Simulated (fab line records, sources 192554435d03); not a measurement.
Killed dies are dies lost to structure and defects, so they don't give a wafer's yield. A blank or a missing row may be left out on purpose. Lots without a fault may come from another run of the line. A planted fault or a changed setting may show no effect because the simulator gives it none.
fab line records | flow n5_finfet
record lots=24 wafers=72 last_day=18
route steps=1938 shown SD_EPI_N@270 SD_EPI_P@303 SDB@357
lots that met no fault: from a run of the same line without faults
start_h: hours from the record's first day to the start of the lot's first wafer shown | wait_h: hours since the lot's step before | " the same as in the row above | L1.1+2: a row that stands for several wafers | - no value, or no start given | * or withheld: withheld | < > ~ a bound
route shown NAME@n: a module of which the file shows steps, and the number in the route of the first | usual: mean/standard deviation of fault-free wafers | same: alike in all rows | chamber/n: place in a boat | sites: the reading at each site | _std_site: their standard deviation | _edge_site: outer sites' mean less inner sites' | radius_mm: how far each site lies from the wafer's centre | mask NAME#n: copy n | behind: the tool/chamber that last shaped the wafer | hold: why the lot was held/for how many hours/how that ended | device: the transistor (n, p or np) that didn't switch | end of line: the same wafers' tests at the end of the route | a step without rows: its recipe alone | killed: dies lost to structure and defects at the first sort, not the wafer's yield | map: a wafer's dies, x killed, . not, _ none there
set.NAME: the setting as run; set.NAME@STEP: as run at that earlier step | model.NAME: the simulator's own value behind a step, which no gauge read
steps of the route over a sample of lots; a table a step, a row a wafer
services: from which hour (start_h, from the record's first day; less than 0 if before it) a tool's chamber was out of use, for how many hours, and why
## steps
# step N5_SD_EPI_N_CD_MEAS_09
# recipe target_cd_nm=120 landing_energy_ev=500 detector=se_inlens
# usual cd_nm=119.8/0.67
# columns lot.wafer tool chamber start_h wait_h cd_nm
L074.1 cd_sem-01 0 52.28 - 119.5
L074.3 " 0 " " 119.5
L074.4 " 0 " " 117.7
L075.2 cd_sem-03 0 54.16 - 120.3
L075.5 " 0 " " 120.1
L075.6 " 0 " " 120.3
L076.1 cd_sem-03 0 60.16 - 119.8
L076.2 " 0 " " 119.8
L076.4 " 0 " " 119.6
L077.1 cd_sem-03 0 66.68 - 119.2
L077.4 " 0 " " 118.5
L077.5 " 0 " " 119.3
L078.3 cd_sem-03 0 72.65 - 120.4
L078.4 " 0 " " 119.9
L078.5 " 0 " " 120.2
L079.1 cd_sem-03 0 77.76 - 120.4
L079.3 " 0 " " 120.6
L079.4 " 0 " " 119.0
L080.2 cd_sem-01 0 86.38 - 118.9
L080.5 " 0 " " 118.9
L080.6 " 0 " " 118.9
L081.1 cd_sem-01 0 90.80 - 120.5
L081.3 " 0 " " 118.2
L081.4 " 0 " " 119.9
L082.2 cd_sem-02 0 98.19 - 120.7
L082.4 " 0 " " 119.4
L082.5 " 0 " " 120.9
L083.1 cd_sem-01 0 105.85 - 119.9
L083.4 " 0 " " 120.1
L083.5 " 0 " " 119.6
L084.1 cd_sem-01 0 108.12 - 121.3
L084.5 " 0 " " 120.5
L084.6 " 0 " " 119.7
L085.2 cd_sem-03 0 118.19 - 119.0
L085.3 " 0 " " 119.4
L085.4 " 0 " " 118.4
L086.1 cd_sem-01 0 121.64 - 120.2
L086.3 " 0 " " 120.2
L086.5 " 0 " " 120.0
L087.1 cd_sem-02 0 126.87 - 120.6
L087.5 " 0 " " 120.1
L087.6 " 0 " " 120.3
L088.1 cd_sem-03 0 132.51 - 120.4
L088.2 " 0 " " 119.6
L088.5 " 0 " " 120.3
L089.1 cd_sem-02 0 137.65 - 119.6
L089.4 " 0 " " 119.3
L089.5 " 0 " " 119.9
L090.2 cd_sem-01 0 144.83 - 119.7
L090.3 " 0 " " 119.7
L090.5 " 0 " " 119.8
L092.2 cd_sem-02 0 157.65 - 120.7
L092.4 " 0 " " 119.8
L092.5 " 0 " " 119.9
L093.3 cd_sem-01 0 165.27 - 120.5
L093.5 " 0 " " 119.9
L093.6 " 0 " " 120.1
L094.2 cd_sem-03 0 168.71 - 120.3
L094.3 " 0 " " 120.6
L094.5 " 0 " " 119.0
L095.1 cd_sem-02 0 174.78 - 120.6
L095.4 " 0 " " 119.6
L095.6 " 0 " " 120.0
L096.2 cd_sem-02 0 181.13 - 119.6
L096.4 " 0 " " 119.6
L096.5 " 0 " " 120.0
L097.3 cd_sem-01 0 188.28 - 119.5
L097.5 " 0 " " 119.4
L097.6 " 0 " " 119.9
L091.3 cd_sem-03 0 189.93 - 120.5
L091.4 " 0 " " 119.8
L091.5 " 0 " " 120.3
# step N5_SD_EPI_N_EPI_MEAS_23
# recipe mode=xrd
# usual thk_nm=59.1/1
# columns lot.wafer tool chamber start_h wait_h thk_nm
L074.1 film_metro-02 - 56.52 1.9 58.8
L074.3 " - " " 59.2
L074.4 " - " " 57.0
L075.2 film_metro-01 - 59.50 1.5 58.9
L075.5 " - " " 58.1
L075.6 " - " " 59.4
L076.1 film_metro-01 - 64.39 1.9 59.0
L076.2 " - " " 59.5
L076.4 " - " " 59.2
L077.1 film_metro-02 - 71.24 1.9 58.4
L077.4 " - " " 59.9
L077.5 " - " " 57.9
L078.3 film_metro-02 - 77.29 1.2 59.1
L078.4 " - " " 56.9
L078.5 " - " " 59.0
L079.1 film_metro-01 - 81.47 1.4 59.4
L079.3 " - " " 60.0
L079.4 " - " " 60.4
L080.2 film_metro-01 - 91.58 2.0 59.8
L080.5 " - " " 59.2
L080.6 " - " " 58.3
L081.1 film_metro-02 - 95.01 1.9 60.9
L081.3 " - " " 59.8
L081.4 " - " " 59.9
L082.2 film_metro-01 - 101.91 1.2 58.5
L082.4 " - " " 61.9
L082.5 " - " " 58.6
L083.1 film_metro-02 - 110.07 1.9 57.5
L083.4 " - " " 60.1
L083.5 " - " " 58.2
L084.1 film_metro-02 - 112.33 1.9 58.3
L084.5 " - " " 60.7
L084.6 " - " " 59.4
L085.2 film_metro-01 - 122.43 1.5 58.9
L085.3 " - " " 59.7
L085.4 " - " " 58.9
L086.1 film_metro-02 - 126.85 2.5 57.3
L086.3 " - " " 59.7
L086.5 " - " " 59.8
L087.1 film_metro-02 - 132.20 2.5 59.0
L087.5 " - " " 59.1
L087.6 " - " " 58.8
L088.1 film_metro-01 - 136.21 1.4 61.2
L088.2 " - " " 60.9
L088.5 " - " " 59.8
L089.1 film_metro-01 - 143.13 2.5 59.4
L089.4 " - " " 59.4
L089.5 " - " " 59.7
L090.2 film_metro-01 - 149.05 1.5 58.1
L090.3 " - " " 58.9
L090.5 " - " " 58.9
L092.2 film_metro-01 - 161.13 1.2 58.3
L092.4 " - " " 58.5
L092.5 " - " " 60.3
L093.3 film_metro-02 - 169.50 1.2 59.6
L093.5 " - " " 59.2
L093.6 " - " " 59.4
L094.2 film_metro-02 - 172.19 1.2 59.8
L094.3 " - " " 57.6
L094.5 " - " " 60.0
L095.1 film_metro-01 - 178.28 1.4 58.9
L095.4 " - " " 59.4
L095.6 " - " " 61.4
L096.2 film_metro-01 - 185.35 1.5 58.6
L096.4 " - " " 57.8
L096.5 " - " " 59.1
L097.3 film_metro-02 - 191.82 0.9 59.7
L097.5 " - " " 58.9
L097.6 " - " " 58.1
L091.3 film_metro-01 - 193.93 0.9 59.0
L091.4 " - " " 59.0
L091.5 " - " " 59.6
# step N5_SD_EPI_P_CD_MEAS_09
# recipe target_cd_nm=240 landing_energy_ev=500 detector=se_inlens
# usual cd_nm=239.7/0.76
# columns lot.wafer tool chamber start_h wait_h cd_nm
L074.1 cd_sem-02 0 57.48 - 239.5
L074.3 " 0 " " 240.8
L074.4 " 0 " " 240.7
L075.2 cd_sem-02 0 60.45 - 239.3
L075.5 " 0 " " 239.3
L075.6 " 0 " " 239.0
L076.1 cd_sem-01 0 65.52 - 240.0
L076.2 " 0 " " 240.2
L076.4 " 0 " " 240.7
L077.1 cd_sem-02 0 72.08 - 239.7
L077.4 " 0 " " 239.6
L077.5 " 0 " " 240.7
L078.3 cd_sem-02 0 78.24 - 240.2
L078.4 " 0 " " 239.3
L078.5 " 0 " " 239.6
L079.1 cd_sem-03 0 82.42 - 240.4
L079.3 " 0 " " 240.8
L079.4 " 0 " " 239.6
L080.2 cd_sem-02 0 92.42 - 239.9
L080.5 " 0 " " 239.9
L080.6 " 0 " " 240.4
L081.1 cd_sem-01 0 96.15 - 241.1
L081.3 " 0 " " 240.1
L081.4 " 0 " " 240.5
L082.2 cd_sem-01 0 102.86 - 239.6
L082.4 " 0 " " 238.5
L082.5 " 0 " " 239.1
L083.1 cd_sem-01 0 111.19 - 239.2
L083.4 " 0 " " 238.3
L083.5 " 0 " " 239.5
L084.1 cd_sem-01 0 114.29 - 237.9
L084.5 " 0 " " 239.5
L084.6 " 0 " " 239.9
L085.2 cd_sem-02 0 123.26 - 240.6
L085.3 " 0 " " 240.4
L085.4 " 0 " " 238.7
L086.1 cd_sem-02 0 127.86 - 239.1
L086.3 " 0 " " 237.6
L086.5 " 0 " " 238.5
L087.1 cd_sem-01 0 133.22 - 239.1
L087.5 " 0 " " 238.9
L087.6 " 0 " " 240.0
L088.1 cd_sem-01 0 137.03 - 238.6
L088.2 " 0 " " 238.4
L088.5 " 0 " " 238.1
L089.1 cd_sem-01 0 144.15 - 239.6
L089.4 " 0 " " 240.2
L089.5 " 0 " " 240.0
L090.2 cd_sem-01 0 149.88 - 240.1
L090.3 " 0 " " 240.0
L090.5 " 0 " " 239.5
L092.2 cd_sem-01 0 162.10 - 239.7
L092.4 " 0 " " 238.9
L092.5 " 0 " " 239.6
L093.3 cd_sem-02 0 170.45 - 239.1
L093.5 " 0 " " 239.0
L093.6 " 0 " " 239.2
L094.2 cd_sem-01 0 173.01 - 240.7
L094.3 " 0 " " 240.5
L094.5 " 0 " " 239.7
L095.1 cd_sem-02 0 179.23 - 240.0
L095.4 " 0 " " 239.2
L095.6 " 0 " " 239.7
L096.2 cd_sem-02 0 187.46 - 239.6
L096.4 " 0 " " 240.4
L096.5 " 0 " " 239.1
L097.3 cd_sem-01 0 192.64 - 239.8
L097.5 " 0 " " 238.8
L097.6 " 0 " " 239.4
L091.3 cd_sem-03 0 194.77 - 239.1
L091.4 " 0 " " 238.5
L091.5 " 0 " " 238.7
# step N5_SD_EPI_P_EPI_MEAS_23
# recipe mode=xrd
# usual thk_nm=61.2/1.2
# columns lot.wafer tool chamber start_h wait_h thk_nm
L074.1 film_metro-02 - 61.95 2.4 61.4
L074.3 " - " " 63.5
L074.4 " - " " 60.8
L075.2 film_metro-02 - 64.10 1.5 59.9
L075.5 " - " " 61.8
L075.6 " - " " 60.3
L076.1 film_metro-01 - 69.15 1.8 62.6
L076.2 " - " " 60.4
L076.4 " - " " 61.3
L077.1 film_metro-01 - 75.73 1.9 60.7
L077.4 " - " " 61.9
L077.5 " - " " 59.7
L078.3 film_metro-02 - 82.55 1.1 61.8
L078.4 " - " " 59.2
L078.5 " - " " 61.6
L079.1 film_metro-02 - 86.07 1.9 64.0
L079.3 " - " " 62.4
L079.4 " - " " 59.9
L080.2 film_metro-02 - 96.06 1.5 60.9
L080.5 " - " " 61.0
L080.6 " - " " 61.6
L081.1 film_metro-01 - 100.93 2.4 60.6
L081.3 " - " " 60.1
L081.4 " - " " 61.2
L082.2 film_metro-02 - 107.33 2.0 62.4
L082.4 " - " " 63.6
L082.5 " - " " 61.7
L083.1 film_metro-01 - 115.67 2.4 60.0
L083.4 " - " " 59.4
L083.5 " - " " 61.5
L084.1 film_metro-01 - 119.72 3.2 61.5
L084.5 " - " " 62.3
L084.6 " - " " 63.0
L085.2 film_metro-01 - 128.87 2.6 61.3
L085.3 " - " " 61.6
L085.4 " - " " 60.8
L086.1 film_metro-02 - 132.37 2.4 62.4
L086.3 " - " " 62.0
L086.5 " - " " 61.7
L087.1 film_metro-02 - 138.88 3.2 59.7
L087.5 " - " " 60.0
L087.6 " - " " 60.8
L088.1 film_metro-02 - 141.54 2.5 60.1
L088.2 " - " " 61.6
L088.5 " - " " 60.6
L089.1 film_metro-02 - 148.62 2.4 61.9
L089.4 " - " " 60.9
L089.5 " - " " 60.3
L090.2 film_metro-02 - 154.42 2.0 61.6
L090.3 " - " " 61.1
L090.5 " - " " 60.0
L092.2 film_metro-01 - 167.46 2.0 63.1
L092.4 " - " " 62.2
L092.5 " - " " 63.3
L093.3 film_metro-02 - 174.92 1.5 62.8
L093.5 " - " " 61.0
L093.6 " - " " 62.3
L094.2 film_metro-02 - 176.65 1.5 62.2
L094.3 " - " " 60.1
L094.5 " - " " 60.9
L095.1 film_metro-01 - 184.01 1.8 61.4
L095.4 " - " " 59.7
L095.6 " - " " 63.3
L096.2 film_metro-01 - 191.94 2.0 60.2
L096.4 " - " " 58.1
L096.5 " - " " 60.7
L097.3 film_metro-02 - 196.28 1.1 61.5
L097.5 " - " " 62.7
L097.6 " - " " 63.5
L091.3 film_metro-02 - 199.25 1.5 62.0
L091.4 " - " " 61.4
L091.5 " - " " 63.7
# step N5_SDB_OVL_MEAS_12
# recipe points_per_wafer=44
# usual SDB_OVL=0.2/0.8
# columns lot.wafer tool chamber start_h wait_h SDB_OVL[nm]
L074.1 overlay-01 0 69.66 0.0 1.0
L074.3 " 0 " " 0.7
L074.4 " 0 " " 0.1
L075.2 overlay-02 0 71.96 0.0 0.7
L075.5 " 0 " " 0.0
L075.6 " 0 " " -0.7
L076.1 overlay-01 0 77.11 0.0 -0.4
L076.2 " 0 " " -1.2
L076.4 " 0 " " 0.5
L077.1 overlay-01 0 83.45 0.0 -0.3
L077.4 " 0 " " 0.6
L077.5 " 0 " " 0.1
L078.3 overlay-02 0 90.47 0.0 0.7
L078.4 " 0 " " 0.3
L078.5 " 0 " " -0.2
L079.1 overlay-02 0 94.10 0.0 -0.2
L079.3 " 0 " " -0.6
L079.4 " 0 " " -0.8
L080.2 overlay-01 0 104.86 0.0 0.1
L080.5 " 0 " " -0.7
L080.6 " 0 " " -0.5
L081.1 overlay-02 0 108.67 0.0 0.1
L081.3 " 0 " " 0.0
L081.4 " 0 " " 0.0
L082.2 overlay-02 0 114.92 0.0 -0.4
L082.4 " 0 " " -1.0
L082.5 " 0 " " 0.2
L083.1 overlay-01 0 123.39 0.0 1.9
L083.4 " 0 " " 1.5
L083.5 " 0 " " 1.4
L084.1 overlay-01 0 128.06 0.0 2.3
L084.5 " 0 " " 1.8
L084.6 " 0 " " 0.2
L085.2 overlay-01 0 136.79 0.0 0.4
L085.3 " 0 " " 1.1
L085.4 " 0 " " -0.1
L086.1 overlay-01 0 140.20 0.0 1.5
L086.3 " 0 " " 0.4
L086.5 " 0 " " 0.4
L087.1 overlay-01 0 147.15 0.0 -0.5
L087.5 " 0 " " 1.4
L087.6 " 0 " " 0.8
L088.1 overlay-01 0 149.69 0.0 0.4
L088.2 " 0 " " 0.6
L088.5 " 0 " " 0.1
L089.1 overlay-01 0 156.41 0.0 0.5
L089.4 " 0 " " -0.6
L089.5 " 0 " " 0.4
L090.2 overlay-01 0 162.26 0.0 0.4
L090.3 " 0 " " -0.1
L090.5 " 0 " " 1.0
L092.2 overlay-02 0 175.06 0.0 0.1
L092.4 " 0 " " -0.5
L092.5 " 0 " " -0.2
L093.3 overlay-01 0 182.65 0.0 -0.5
L093.5 " 0 " " -0.8
L093.6 " 0 " " 0.3
L094.2 overlay-01 0 184.95 0.0 -2.0
L094.3 " 0 " " -1.8
L094.5 " 0 " " -1.1
L095.1 overlay-02 0 192.11 0.0 1.2
L095.4 " 0 " " 0.1
L095.6 " 0 " " -0.2
L096.2 overlay-02 0 200.23 0.0 0.2
L096.4 " 0 " " -0.3
L096.5 " 0 " " 0.9
L097.3 overlay-02 0 204.34 0.0 -0.3
L097.5 " 0 " " -0.2
L097.6 " 0 " " -0.8
L091.3 overlay-02 0 207.20 0.0 0.5
L091.4 " 0 " " 1.3
L091.5 " 0 " " 0.4
# step N5_SDB_DESCUM_16
# recipe chemistry=O2 time_s=7.9 source_power_w=50 bias_power_w=20 pressure_mtorr=20 rf_frequency_hz=2.712e+07 temp_c=40 resist=CAR-ArF o2_flow_sccm=225
# usual drypump_motor_current_A=5.8/0.44 oes_product_au=0.77/0.058 rf_vpp_V=243.4/1.1 showerhead_plenum_p_Torr=2.10/0.055 throttle_valve_pct=20.47/0.25
# columns lot.wafer tool chamber start_h wait_h drypump_motor_current_A oes_product_au rf_hours_counter_h rf_vpp_V showerhead_plenum_p_Torr throttle_valve_pct
L074.1 rie_diel-02 0 69.72 0.0 6.2 0.70 242 243.5 2.15 20.70
L074.3 " 0 " " 6.2 0.70 - 244.5 2.16 20.68
L074.4 " 3 " " 5.2 0.75 - 244.5 2.11 20.27
L075.2 rie_diel-01 2 72.02 0.0 5.6 0.82 68 242.1 2.04 20.53
L075.5 " 0 " " 5.9 0.78 - 241.4 2.00 20.12
L075.6 " 2 " " 5.6 0.82 - 243.4 2.04 20.53
L076.1 rie_diel-02 0 77.19 0.1 6.1 0.69 245 245.3 2.15 20.70
L076.2 " 1 " " 5.8 0.80 120 243.9 2.10 20.52
L076.4 " 3 " " 5.2 0.75 158 241.2 2.10 20.29
L077.1 rie_diel-02 2 83.50 0.0 6.6 0.78 140 244.9 2.19 20.79
L077.4 " 1 " " 5.8 0.81 122 242.8 2.10 20.55
L077.5 " 3 " " 5.2 0.74 - 244.6 2.10 20.28
L078.3 rie_diel-04 1 90.53 0.0 5.5 0.87 50 244.4 2.11 20.48
L078.4 " 0 " " 5.3 0.73 172 244.4 2.08 20.31
L078.5 " 2 " " 6.0 0.83 - 243.3 2.11 19.99
L079.1 rie_diel-01 3 94.40 0.3 6.8 0.73 200 245.1 2.17 20.69
L079.3 " 1 " " 6.2 0.89 45 243.2 2.15 20.66
L079.4 " 0 " " 5.9 0.77 139 241.3 2.00 20.13
L080.2 rie_diel-01 0 104.92 0.0 5.9 0.76 144 242.0 1.99 20.15
L080.5 " 3 " " 6.7 0.72 - 243.8 2.17 20.72
L080.6 " 0 " " 5.9 0.76 - 240.9 1.99 20.15
L081.1 rie_diel-04 0 108.73 0.0 5.3 0.72 180 242.6 2.07 20.34
L081.3 " 3 " " 5.6 0.70 230 243.0 2.16 20.83
L081.4 " 2 " " 6.0 0.83 70 243.8 2.11 20.01
L082.2 rie_diel-02 2 114.98 0.0 6.6 0.78 153 243.7 2.19 20.81
L082.4 " 1 " " 5.8 0.78 136 243.9 2.10 20.57
L082.5 " 2 " " 6.6 0.77 - 245.2 2.19 20.81
L083.1 rie_diel-04 0 123.44 0.0 5.3 0.73 184 242.5 2.07 20.36
L083.4 " 1 " " 5.6 0.85 62 242.2 2.11 20.50
L083.5 " 0 " " 5.3 0.72 - 242.4 2.07 20.34
L084.1 rie_diel-01 1 128.12 0.0 6.1 0.89 53 244.4 2.14 20.66
L084.5 " 1 " " 6.1 0.88 - 243.8 2.14 20.65
L084.6 " 0 " " 5.9 0.76 - 241.6 1.99 20.12
L085.2 rie_diel-04 3 136.85 0.0 5.6 0.69 238 245.9 2.16 20.82
L085.3 " 1 " " 5.5 0.84 67 242.9 2.11 20.49
L085.4 " 0 " " 5.3 0.71 189 244.1 2.07 20.34
L086.1 rie_diel-04 2 140.26 0.0 6.0 0.81 81 244.6 2.10 20.00
L086.3 " 3 " " 5.6 0.69 239 244.1 2.16 20.83
L086.5 " 2 " " 6.0 0.81 - 243.8 2.10 20.02
L087.1 rie_diel-02 3 147.29 0.1 5.2 0.72 183 241.8 2.09 20.33
L087.5 " 2 " " 6.7 0.76 - 243.6 2.18 20.83
L087.6 " 3 " " 5.2 0.72 - 244.7 2.09 20.33
L088.1 rie_diel-01 1 149.75 0.0 6.2 0.86 62 244.0 2.14 20.68
L088.2 " 2 " " 5.6 0.77 95 242.1 2.03 20.58
L088.5 " 1 " " 6.2 0.86 - 243.0 2.14 20.69
L089.1 rie_diel-01 2 156.59 0.2 5.6 0.78 98 243.0 2.03 20.58
L089.4 " 0 " " 5.9 0.75 162 240.7 1.99 20.16
L089.5 " 2 " " 5.6 0.78 - 241.7 2.03 20.58
L090.2 rie_diel-04 0 162.32 0.0 5.3 0.71 200 242.8 2.07 20.37
L090.3 " 1 " " 5.5 0.83 78 245.2 2.10 20.49
L090.5 " 0 " " 5.3 0.70 - 243.4 2.07 20.37
L092.2 rie_diel-04 2 175.53 0.4 5.9 0.79 95 243.4 2.10 20.04
L092.4 " 1 " " 5.5 0.81 - 244.1 2.10 20.51
L092.5 " 0 " " 5.3 0.70 - 242.9 2.06 20.35
L093.3 rie_diel-01 1 182.71 0.0 6.2 0.85 74 245.4 2.13 20.70
L093.5 " 1 " " 6.2 0.85 - 243.2 2.13 20.71
L093.6 " 0 " " 5.9 0.74 - 243.1 1.99 20.18
L094.2 rie_diel-04 2 185.37 0.4 6.0 0.79 100 244.1 2.10 20.05
L094.3 " 0 " " 5.3 0.70 209 242.9 2.06 20.38
L094.5 " 0 " " 5.3 0.70 - 243.1 2.06 20.39
L095.1 rie_diel-04 2 192.17 0.0 6.0 0.79 103 243.1 2.09 20.05
L095.4 " 2 " " 6.0 0.78 - 244.9 2.10 20.06
L095.6 " 0 " " 5.3 0.69 - 243.4 2.06 20.37
L096.2 rie_diel-04 2 200.57 0.3 6.0 0.78 108 242.3 2.09 20.07
L096.4 " 1 " " 5.6 0.80 - 242.9 2.10 20.53
L096.5 " 1 " " 5.5 0.81 - 243.1 2.10 20.55
L097.3 rie_diel-01 1 204.46 0.1 6.2 0.83 83 244.1 2.13 20.71
L097.5 " 2 " " 5.6 0.76 - 242.4 2.02 20.61
L097.6 " 1 " " 6.2 0.84 - 244.4 2.13 20.70
L091.3 rie_diel-01 3 207.49 0.3 6.7 0.70 243 243.8 2.15 20.76
L091.4 " 0 " " 5.9 0.74 182 242.1 1.98 20.20
L091.5 " 2 " " 5.6 0.77 - 241.7 2.02 20.62
## services
# columns tool chamber start_h hours kind
rie_diel-02 - 46.23 2.8 pm
rie_diel-02 2 49.88 22.3 repair
rie_diel-02 1 60.94 12.0 repair
rie_diel-01 1 68.06 6.8 repair
rie_diel-02 0 91.12 - clean
rie_diel-02 0 91.12 - consumable_replace:focus_ring
rie_diel-02 0 91.12 16.2 scheduled_down
rie_diel-02 0 91.12 16.2 vent_cycle
rie_diel-01 1 98.46 4.6 repair
rie_diel-04 3 149.90 3.7 repair
rie_diel-02 2 165.11 1.6 repair
rie_diel-02 1 169.68 5.5 repair
rie_diel-04 3 174.05 - clean
rie_diel-04 3 174.05 - consumable_replace:focus_ring
rie_diel-04 3 174.05 32.0 scheduled_down
rie_diel-04 3 174.05 32.0 vent_cycle
rie_diel-02 - 176.27 14.6 pm
rie_diel-04 0 192.97 14.7 repair
## key
fault none
